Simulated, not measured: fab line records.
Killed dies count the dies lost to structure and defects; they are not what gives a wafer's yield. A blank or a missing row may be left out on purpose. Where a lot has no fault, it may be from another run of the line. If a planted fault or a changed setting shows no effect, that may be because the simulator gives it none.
A struck lot beside a sound one :: flow nand_harc :: 21 out of 1302 route steps
Sound: wafers L872.1, L872.2, L872.3. The struck wafers were L886.1, L886.2, L886.4. Last of all comes the cause.
For every step that has rows: the tool of each side, followed by ch and its chambers, followed by its first start. Under that, the readings that differ: sound wafers :: struck wafers :: difference of the means :: sigmas: that difference in standard deviations of wafers without a fault.
alike: a reading whose means differ by less than 2 such deviations, as well as words and numbers matching on both sides. not compared: withheld readings; readings where some wafer has no value; bounds like >300 that might hide an equal value; numbers whose values overlap and for which the record gives no deviation.
A row with sigmas, a row that says differs or no value, or rows on one side alone: a step with any of these is where the two part. Numbers that have no deviation but don't overlap get no sigmas and don't part them. A reading missing from all wafers of one side parts the sides only when that side holds two or more wafers.

first, 5 steps without rows for these wafers: NHARC_P_STI_SOFTBAKE_04 (time 70 s); NHARC_P_STI_EBR_05; NHARC_P_STI_EXPOSE_06 (exposes mask P STI, target cd 200 nm); NHARC_P_STI_PEB_07 (peb time 80 s); NHARC_P_STI_DEVELOP_08 (time 50 s).
NHARC_P_STI_CD_MEAS_09: the cd target is 200 nm.
  sound on cd_sem-03 ch 0, day 2 18:43; struck on cd_sem-03 ch 0, day 8 16:48
  alike: cd_nm
NHARC_P_STI_OVL_MEAS_10:
  sound on overlay-02 at day 2 18:48; struck on overlay-01 at day 8 16:53
  alike: overlay_x_nm, overlay_y_nm
NHARC_P_STI_INSPECT_11:
  sound on defect_inspect-01 at day 2 18:50; struck on defect_inspect-01 at day 8 16:56
  alike: raw_defect_count
then, 1 step without rows for these wafers: NHARC_P_STI_HARDBAKE_13 (time 65 s).
NHARC_P_STI_DESCUM_14: chemistry O2, time 3 s.
  sound on rie_diel-12 ch 1,2,3, day 2 18:58; struck on rie_diel-12 ch 0,2,3, day 8 17:04
  alike: drypump_motor_current_A, oes_product_au, rf_vpp_V, showerhead_plenum_p_Torr, throttle_valve_pct
  not compared: rf_hours_counter_h
NHARC_P_STI_ETCH_42: etches the open film in N2/H2, target depth 80 nm, overetch 24 nm, time 61 s.
  sound on rie_diel-12 ch 1,2,3, day 2 19:04; struck on rie_diel-12 ch 1,2,3, day 8 17:09
  alike: bias_w, chamber_pressure_mTorr, drypump_motor_current_A, oes_product_au, rf_vpp_V, showerhead_plenum_p_Torr, throttle_valve_pct
  not compared: rf_hours_counter_h
NHARC_P_STI_ETCH_31: etches the open film in CF4/CHF3, target depth 108.9 nm, time 54.5 s.
  sound on rie_diel-12 ch 0,1,3; struck on rie_diel-12 ch 1,2,3
  alike: bias_w, cf4_flow_sccm, drypump_motor_current_A, oes_product_au, rf_vpp_V, showerhead_plenum_p_Torr, throttle_valve_pct
  not compared: rf_hours_counter_h
NHARC_P_STI_ETCH_15: etches the open film in HBr/Cl2, target depth 300 nm, time 100.1 s.
  sound on rie_si-03 ch 0,1,3, day 2 19:15; struck on rie_si-02 ch 0,2, day 8 17:22
  no value came back on the struck wafers for any of 6 readings (bias_w (W), chamber_pressure_mTorr (mTorr) and others); on the sound wafers bias_w (W) reads 99.7 100.0 100.5
NHARC_P_STI_CD_MEAS_16:
  sound on cd_sem-03 at day 2 19:26; struck on cd_sem-03 at day 8 17:32
  alike: cd_nm
NHARC_P_STI_OCD_MEAS_17:
  sound on ocd-02 at day 2 19:31; struck on ocd-01 at day 8 17:37
reading: trench_depth_nm (nm)
sound: 307 306 303
struck: 0 0 0
difference: -305
sigmas: -68

reading: trench_foot_cd_nm (nm)
sound: 157.7 155.0 158.2
struck: - - -
difference: no value on the struck wafers
sigmas: 
then, 3 steps without rows for these wafers: NHARC_P_STI_STRIP_19 (strips in SPM, time 900 s); NHARC_P_STI_PRECLEAN_32 (cleans in SC1); NHARC_P_STI_SRD_23.
NHARC_P_STI_OCD_MEAS_43:
  sound on ocd-01 at day 2 20:02; struck on ocd-02 at day 8 18:08
reading: trench_depth_nm (nm)
sound: 307 305 303
struck: 0 0 0
difference: -305
sigmas: -68

reading: trench_foot_cd_nm (nm)
sound: 157.8 155.4 158.5
struck: - - -
difference: no value on the struck wafers
sigmas: 
then, 1 step without rows for these wafers: NHARC_P_STI_OXIDE_33 (material SiO2, target thk 10 nm, ox time 281 s).
-- break in the record here, with 22 days between the starts of the struck wafers on either side (left off in module P_STI, picked up again in module END, where the first step shown is number 1302 on the route) --
NHARC_END_SORT_01:
  at this point the record logs the struck wafers (prober-02 ch 0, day 30 07:17) and has no rows for the sound ones

## WHERE THEY PART
Earliest at NHARC_P_STI_ETCH_15; latest, in this record, at NHARC_END_SORT_01.

WHY: whatever the simulator had introduced
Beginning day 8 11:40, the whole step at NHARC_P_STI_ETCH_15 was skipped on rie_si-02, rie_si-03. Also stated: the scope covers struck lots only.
